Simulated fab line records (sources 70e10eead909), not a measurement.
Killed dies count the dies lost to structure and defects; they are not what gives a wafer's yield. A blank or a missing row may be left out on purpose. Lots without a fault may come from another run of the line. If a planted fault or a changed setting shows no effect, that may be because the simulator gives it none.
Which tool is to blame?	flow nand harc	24 lots, 72 wafers sampled, at 6 steps of a route of 1302

WHAT EACH GAUGE READ, for each wafer
NHARC_P_M2_CD_MEAS_09: the cd target is 170 nm. Usual: 170.4 nm for cd nm, sd 0.58.
lot	measured	on	cd nm (nm)	flag
L074	day 6 10:57	cd sem-03	169.5 170.1 170.6	
L075	day 7 05:19	cd sem-03	169.4 169.7 170.2	
L076	day 7 05:33	cd sem-03	169.4 169.9 170.7	
L077	day 7 13:36	cd sem-02	169.7 170.0 169.9	
L079	day 8 06:01	cd sem-01	169.9 170.7 169.8	
L078	day 8 06:50	cd sem-02	170.7 171.2 171.2	
L080	day 8 21:34	cd sem-02	170.9 171.0 170.6	
L081	day 9 10:07	cd sem-01	169.8 169.4 169.5	
L082	day 9 21:19	cd sem-01	169.6 170.3 170.6	
L083	day 10 01:29	cd sem-02	170.4 170.6 170.5	
L084	day 10 18:31	cd sem-02	171.0 170.0 170.7	
L085	day 11 05:26	cd sem-03	169.9 171.0 171.1	
L086	day 11 16:46	cd sem-03	170.0 170.9 170.3	
L087	day 11 21:58	cd sem-02	170.4 170.9 170.0	
L088	day 12 13:46	cd sem-02	170.5 170.2 170.0	
L089	day 12 14:23	cd sem-02	169.8 170.8 170.1	
L090	day 13 04:25	cd sem-01	170.6 170.1 170.5	
L092	day 13 17:08	cd sem-01	169.8 170.6 170.4	
L091	day 13 17:47	cd sem-01	170.6 170.5 169.1	
L093	day 14 09:07	cd sem-01	170.2 170.3 170.9	
L094	day 14 15:38	cd sem-03	171.1 170.8 170.6	
L095	day 15 07:03	cd sem-01	170.5 171.5 171.6	
L096	day 15 22:04	cd sem-01	170.4 170.8 170.7	
L097	day 16 06:16	cd sem-02	170.0 170.7 169.2	

NHARC_P_BONDPAD_THK_MEAS_33: measures by ellipsometry. Usual: 199.5 nm for thk nm, sd 1.7.
lot	measured	on	thk nm (nm)	flag
L074	day 6 15:10	film metro-02	200.9 200.7 201.6	
L075	day 7 09:16	film metro-01	198.9 198.3 199.6	
L076	day 7 09:34	film metro-01	200.4 197.4 196.5	
L077	day 7 18:02	film metro-02	197.8 196.3 197.5	
L079	day 8 10:13	film metro-01	197.4 199.1 198.4	
L078	day 8 10:48	film metro-02	198.8 197.5 196.0	
L080	day 9 01:32	film metro-02	197.9 200.1 198.5	
L081	day 9 14:05	film metro-01	199.8 200.5 201.3	
L082	day 10 01:36	film metro-02	200.6 201.4 201.3	
L083	day 10 05:55	film metro-02	200.0 200.1 199.5	
L084	day 10 22:31	film metro-01	201.1 199.9 200.4	
L085	day 11 09:25	film metro-02	199.8 200.4 200.2	
L086	day 11 20:58	film metro-01	199.2 199.0 199.5	
L087	day 12 01:55	film metro-01	197.6 198.3 200.0	
L088	day 12 17:49	film metro-01	201.3 200.4 197.3	
L089	day 12 18:29	film metro-01	200.8 199.3 200.8	
L090	day 13 08:22	film metro-02	198.5 197.6 198.9	
L092	day 13 21:08	film metro-02	198.6 202.6 200.7	
L091	day 13 21:48	film metro-02	199.7 199.7 198.2	
L093	day 14 13:39	film metro-01	203.5 203.4 201.0	
L094	day 14 19:43	film metro-02	203.3 198.5 199.9	
L095	day 15 11:09	film metro-02	201.1 199.9 200.9	
L096	day 16 02:08	film metro-02	199.2 199.8 200.1	
L097	day 16 10:20	film metro-02	197.2 196.6 199.1	

WHICH TOOL RAN EACH LOT (tool, then ch and the chambers of the sampled wafers, then the start)
lot	NHARC_P_M0_ETCH_15	NHARC_P_M0_STRIP_18	NHARC_P_M1_ETCH_28	NHARC_P_M2_STRIP_18
L074	rie diel-06 ch 0,1,3, day 6 03:02 or earlier	rie diel-06 ch 0,3, day 6 03:02	rie diel-10 ch 1,2, day 6 10:57 or earlier	rie diel-13 ch 1,2,3, day 6 11:31
L075	rie diel-11 ch 0,3, day 6 13:11 or earlier	rie diel-11 ch 0,1,2, day 6 13:11	rie diel-12 ch 0,1,2, day 7 05:19 or earlier	rie diel-01 ch 2,3, day 7 05:54
L076	rie diel-06 ch 0,2,3, day 6 20:56 or earlier	rie diel-11 ch 0,3, day 6 20:56	rie diel-12 ch 0,1, day 7 05:33 or earlier	rie diel-13 ch 0,1,2, day 7 06:11
L077	rie diel-06 ch 0,1,2, day 7 05:58 or earlier	rie diel-06 ch 0,3, day 7 05:58	rie diel-10 ch 0,1,3, day 7 13:36 or earlier	rie diel-13 ch 0,1, day 7 14:38
L079	rie diel-06 ch 1,2, day 7 22:23 or earlier	rie diel-06 ch 0,3, day 7 22:23	rie diel-09 ch 0,3, day 8 06:01 or earlier	rie diel-01 ch 0,1, day 8 06:38
L078	rie diel-06 ch 1,2,3, day 7 23:07 or earlier	rie diel-06 ch 0,1,3, day 7 23:07	rie diel-09 ch 2,3, day 8 06:50 or earlier	rie diel-01 ch 0,1,2, day 8 07:26
L080	rie diel-06 ch 0,2, day 8 13:42 or earlier	rie diel-06 ch 0,3, day 8 13:42	rie diel-09 ch 0,1, day 8 21:34 or earlier	rie diel-01 ch 0,3, day 8 22:08
L081	rie diel-07 ch 1,3, day 9 02:31 or earlier	rie diel-07 ch 0,1,3, day 9 02:31	rie diel-09 ch 0,1,3, day 9 10:07 or earlier	rie diel-01 ch 1,3, day 9 10:42
L082	rie diel-06 ch 1,2,3, day 9 13:47 or earlier	rie diel-06 ch 1,2,3, day 9 13:47	rie diel-09 ch 2,3, day 9 21:19 or earlier	rie diel-01 ch 0,1,2, day 9 21:54
L083	rie diel-07 ch 0,1,2, day 9 17:39 or earlier	rie diel-06 ch 1,2, day 9 17:39	rie diel-09 ch 0,2,3, day 10 01:29 or earlier	rie diel-13 ch 1,3, day 10 02:04
L084	rie diel-07 ch 0,2,3, day 10 10:53 or earlier	rie diel-06 ch 1,2,3, day 10 10:53	rie diel-10 ch 0,2,3, day 10 18:31 or earlier	rie diel-13 ch 0,2,3, day 10 19:09
L085	rie diel-07 ch 0,2,3, day 10 21:40 or earlier	rie diel-06 ch 0,1,2, day 10 21:40	rie diel-09 ch 0,1,3, day 11 05:26 or earlier	rie diel-08 ch 0,1,3, day 11 06:02
L086	rie diel-06 ch 0,3, day 11 09:13 or earlier	rie diel-06 ch 2,3, day 11 09:13	rie diel-12 ch 0,3, day 11 16:46 or earlier	rie diel-08 ch 0,1,3, day 11 17:26
L087	rie diel-06 ch 1,2,3, day 11 13:40 or earlier	rie diel-07 ch 1,2,3, day 11 13:40	rie diel-10 ch 0,2,3, day 11 21:58 or earlier	rie diel-08 ch 0,2,3, day 11 22:34
L088	rie diel-06 ch 1,2, day 12 05:40 or earlier	rie diel-06 ch 0,2,3, day 12 05:40	rie diel-09 ch 2,3, day 12 13:46 or earlier	rie diel-08 ch 0,3, day 12 14:22
L089	rie diel-06 ch 1,2,3, day 12 06:45 or earlier	rie diel-06 ch 1,2,3, day 12 06:45	rie diel-10 ch 0,1,3, day 12 14:23 or earlier	rie diel-13 ch 0,2,3, day 12 14:57
L090	rie diel-06 ch 1,2,3, day 12 20:22 or earlier	rie diel-06 ch 0,1,3, day 12 20:22	rie diel-10 ch 0,3, day 13 04:25 or earlier	rie diel-13 ch 0,1,3, day 13 05:02
L092	rie diel-06 ch 1,2,3, day 13 09:28 or earlier	rie diel-06 ch 0,1,3, day 13 09:28	rie diel-09 ch 1,2,3, day 13 17:08 or earlier	rie diel-01 ch 0,2,3, day 13 17:43
L091	rie diel-06 ch 2,3, day 13 09:59 or earlier	rie diel-06 ch 0,3, day 13 09:59	rie diel-12 ch 1,2,3, day 13 17:47 or earlier	rie diel-01 ch 1,2, day 13 18:23
L093	rie diel-11 ch 0,1,3, day 14 01:16 or earlier	rie diel-11 ch 1,2,3, day 14 01:16	rie diel-10 ch 0,2,3, day 14 09:07 or earlier	rie diel-01 ch 0,1, day 14 10:10
L094	rie diel-07 ch 0,2,3, day 14 08:01 or earlier	rie diel-07 ch 1,2,3, day 14 08:01	rie diel-10 ch 1,3, day 14 15:38 or earlier	rie diel-13 ch 1,2,3, day 14 16:17
L095	rie diel-07 ch 0,1,3, day 14 23:39 or earlier	rie diel-06 ch 0,3, day 14 23:39	rie diel-09 ch 0,2,3, day 15 07:03 or earlier	rie diel-01 ch 0,1,2, day 15 07:44
L096	rie diel-06 ch 0,2,3, day 15 14:26 or earlier	rie diel-06 ch 1,2,3, day 15 14:26	rie diel-10 ch 0,2, day 15 22:04 or earlier	rie diel-13 ch 1,2,3, day 15 22:38
L097	rie diel-06 ch 0,1,3, day 15 22:42 or earlier	rie diel-06 ch 0,1,3, day 15 22:42	rie diel-09 ch 0,1, day 16 06:16 or earlier	rie diel-08 ch 0,1,2, day 16 06:50
- NHARC_P_M0_ETCH_15: etches the open film in C4F8/Ar, target depth 150 nm, overetch 15 nm, time 82.5 s.
- NHARC_P_M0_STRIP_18: strips in N2/H2.
- NHARC_P_M1_ETCH_28: etches the open film in CF4/N2, target depth 30 nm, time 72.99 s.
- NHARC_P_M2_STRIP_18: strips in N2/H2.

WHAT THE TOOLS THEMSELVES READ (means of the sampled wafers that have a number; where no wafer has one, the mark that the record gives instead)
NHARC_P_M0_ETCH_15. Usual: oes product au 0.959 a.u., standard deviation 0.015; rf vpp V 439.3 V, standard deviation 2.9.
lot	tool	oes product au (a.u.)	rf vpp V (V)	flag
L074	rie diel-06	0.948	437.6	
L075	rie diel-11	0.975	440.3	
L076	rie diel-06	0.958	436.5	
L077	rie diel-06	0.950	437.9	
L079	rie diel-06	0.959	439.1	
L078	rie diel-06	0.960	438.6	
L080	rie diel-06	0.967	438.0	
L081	rie diel-07	0.965	441.5	
L082	rie diel-06	0.957	438.4	
L083	rie diel-07	0.928	443.4	
L084	rie diel-07	0.922	440.6	
L085	rie diel-07	0.966	441.3	
L086	rie diel-06	0.966	437.1	
L087	rie diel-06	0.954	439.1	
L088	rie diel-06	0.969	438.0	
L089	rie diel-06	0.960	438.9	
L090	rie diel-06	0.965	438.6	
L092	rie diel-06	0.957	438.5	
L091	rie diel-06	0.957	437.2	
L093	rie diel-11	0.969	442.3	
L094	rie diel-07	0.965	440.8	
L095	rie diel-07	0.972	440.0	
L096	rie diel-06	0.968	441.0	
L097	rie diel-06	0.961	440.7	

NHARC_P_M0_STRIP_18. Usual: drypump motor current A 5.5 A, standard deviation 0.44; oes product au 0.992 a.u., standard deviation 0.0089; rf vpp V 90.3 V, standard deviation 1; showerhead plenum p Torr 1.98 Torr, standard deviation 0.1; throttle valve pct 14.170 %, standard deviation 0.0089.
lot	tool	drypump motor current A (A)	oes product au (a.u.)	rf vpp V (V)	showerhead plenum p Torr (Torr)	throttle valve pct (%)	flag
L074	rie diel-06	5.2	1.003	89.9	1.90	14.169	
L075	rie diel-11	5.9	0.992	89.9	2.02	14.166	
L076	rie diel-11	5.4	0.994	91.1	2.09	14.164	
L077	rie diel-06	5.4	0.998	89.7	1.92	14.179	
L079	rie diel-06	5.4	0.988	89.5	1.92	14.179	
L078	rie diel-06	5.3	0.999	89.6	1.94	14.162	
L080	rie diel-06	5.4	0.997	89.6	1.92	14.172	
L081	rie diel-07	5.6	0.996	90.0	2.02	14.160	
L082	rie diel-06	5.6	0.990	90.4	1.96	14.171	
L083	rie diel-06	5.5	0.982	91.3	1.99	14.169	
L084	rie diel-06	5.6	0.986	88.9	1.96	14.168	
L085	rie diel-06	5.4	0.991	89.4	1.94	14.169	
L086	rie diel-06	5.9	0.989	90.4	1.94	14.165	
L087	rie diel-07	5.7	0.995	91.0	2.07	14.177	
L088	rie diel-06	5.5	0.996	90.0	1.91	14.163	
L089	rie diel-06	5.7	0.977	90.6	1.95	14.173	
L090	rie diel-06	5.3	0.992	89.6	1.93	14.169	
L092	rie diel-06	5.3	0.987	89.8	1.93	14.166	
L091	rie diel-06	5.4	0.991	89.6	1.91	14.168	
L093	rie diel-11	6.0	0.996	91.0	2.18	14.168	
L094	rie diel-07	5.7	0.989	91.2	2.07	14.177	
L095	rie diel-06	5.4	0.993	90.8	2.03	14.170	
L096	rie diel-06	5.6	0.992	90.5	1.95	14.161	
L097	rie diel-06	5.3	0.994	90.1	2.05	14.164	

NHARC_P_M1_ETCH_28. Usual: drypump motor current A 6.1 A, standard deviation 0.35; oes product au 1.003 a.u., standard deviation 0.011; rf vpp V 314.7 V, standard deviation 2.2; showerhead plenum p Torr 2.66 Torr, standard deviation 0.12; throttle valve pct 19.794 %, standard deviation 0.01.
lot	tool	drypump motor current A (A)	oes product au (a.u.)	rf vpp V (V)	showerhead plenum p Torr (Torr)	throttle valve pct (%)	flag
L074	rie diel-10	6.1	0.999	313.7	2.60	19.788	
L075	rie diel-12	6.1	1.004	313.7	2.60	19.802	
L076	rie diel-12	6.2	1.001	313.1	2.60	19.781	
L077	rie diel-10	6.1	0.996	315.9	2.74	19.793	
L079	rie diel-09	5.7	1.004	316.9	2.79	19.805	
L078	rie diel-09	5.8	1.007	314.6	2.72	19.796	
L080	rie diel-09	6.3	0.990	313.6	2.60	19.793	
L081	rie diel-09	6.0	1.005	314.8	2.70	19.788	
L082	rie diel-09	5.8	1.000	315.7	2.72	19.805	
L083	rie diel-09	6.1	1.015	315.0	2.70	19.784	
L084	rie diel-10	6.2	1.005	315.5	2.68	19.790	
L085	rie diel-09	6.0	1.003	315.6	2.70	19.795	
L086	rie diel-12	6.3	1.006	313.3	2.61	19.795	
L087	rie diel-10	6.2	1.008	314.5	2.68	19.789	
L088	rie diel-09	6.2	1.000	314.2	2.63	19.798	
L089	rie diel-10	6.0	1.017	316.2	2.74	19.786	
L090	rie diel-10	6.1	1.007	316.7	2.79	19.799	
L092	rie diel-09	6.1	1.007	315.2	2.63	19.797	
L091	rie diel-12	6.1	1.007	313.8	2.64	19.800	
L093	rie diel-10	6.2	1.010	315.1	2.68	19.806	
L094	rie diel-10	6.0	0.994	315.5	2.70	19.793	
L095	rie diel-09	6.1	0.993	315.6	2.70	19.800	
L096	rie diel-10	6.2	1.023	313.1	2.57	19.792	
L097	rie diel-09	6.4	0.987	314.6	2.68	19.787	

NHARC_P_M2_STRIP_18. Usual: drypump motor current A 5.9 A, standard deviation 0.58; oes product au 0.996 a.u., standard deviation 0.0097; rf vpp V 90.7 V, standard deviation 1; showerhead plenum p Torr 2.07 Torr, standard deviation 0.077; throttle valve pct 14.171 %, standard deviation 0.0094.
lot	tool	drypump motor current A (A)	oes product au (a.u.)	rf vpp V (V)	showerhead plenum p Torr (Torr)	throttle valve pct (%)	flag
L074	rie diel-13	5.8	0.999	91.0	2.09	14.167	
L075	rie diel-01	6.4	0.995	91.0	2.06	14.171	
L076	rie diel-13	5.9	0.991	89.7	2.07	14.172	
L077	rie diel-13	5.8	0.996	90.6	2.06	14.164	
L079	rie diel-01	5.7	0.998	89.5	2.01	14.177	
L078	rie diel-01	6.0	0.993	91.2	2.05	14.168	
L080	rie diel-01	5.7	0.995	90.3	2.06	14.168	
L081	rie diel-01	5.4	0.994	91.7	2.16	14.178	
L082	rie diel-01	6.0	0.993	90.6	2.05	14.174	
L083	rie diel-13	5.7	1.008	90.1	2.09	14.157	
L084	rie diel-13	6.3	1.000	90.9	2.05	14.175	
L085	rie diel-08	6.1	0.986	89.7	2.00	14.178	
L086	rie diel-08	6.1	0.997	90.2	2.00	14.170	
L087	rie diel-08	6.2	0.988	90.7	2.05	14.170	
L088	rie diel-08	6.4	0.990	90.2	1.99	14.164	
L089	rie diel-13	6.3	1.006	90.9	2.05	14.169	
L090	rie diel-13	5.8	1.016	90.5	2.08	14.163	
L092	rie diel-01	6.1	0.997	90.8	2.02	14.171	
L091	rie diel-01	6.3	0.999	90.3	2.08	14.164	
L093	rie diel-01	5.6	1.000	90.6	2.10	14.166	
L094	rie diel-13	5.8	1.002	90.5	2.08	14.173	
L095	rie diel-01	6.0	0.994	90.2	2.05	14.170	
L096	rie diel-13	5.8	1.001	90.6	2.08	14.162	
L097	rie diel-08	5.8	0.997	91.0	2.07	14.174	

THE ANSWER, worked out from the rows above alone
Rule: a lot counts as off when the mean over its wafers that have a number is more than 3 standard deviations away from the usual mean. A lot without any number at a reading at which 4 lots or more have one is off too. Where the step has rows for the other lots, those lots are counted as sound. The gauges are gone through in route order, then the tools' own readings, and for those a lot's mean is taken as printed above. The first step at which some lot is off is used, and at that step the reading that is off furthest; a lot without a number counts as furthest.
Across all readings shown, no lot is off: no conclusion can be drawn from this.

WHAT THE SIMULATOR HAD PUT IN
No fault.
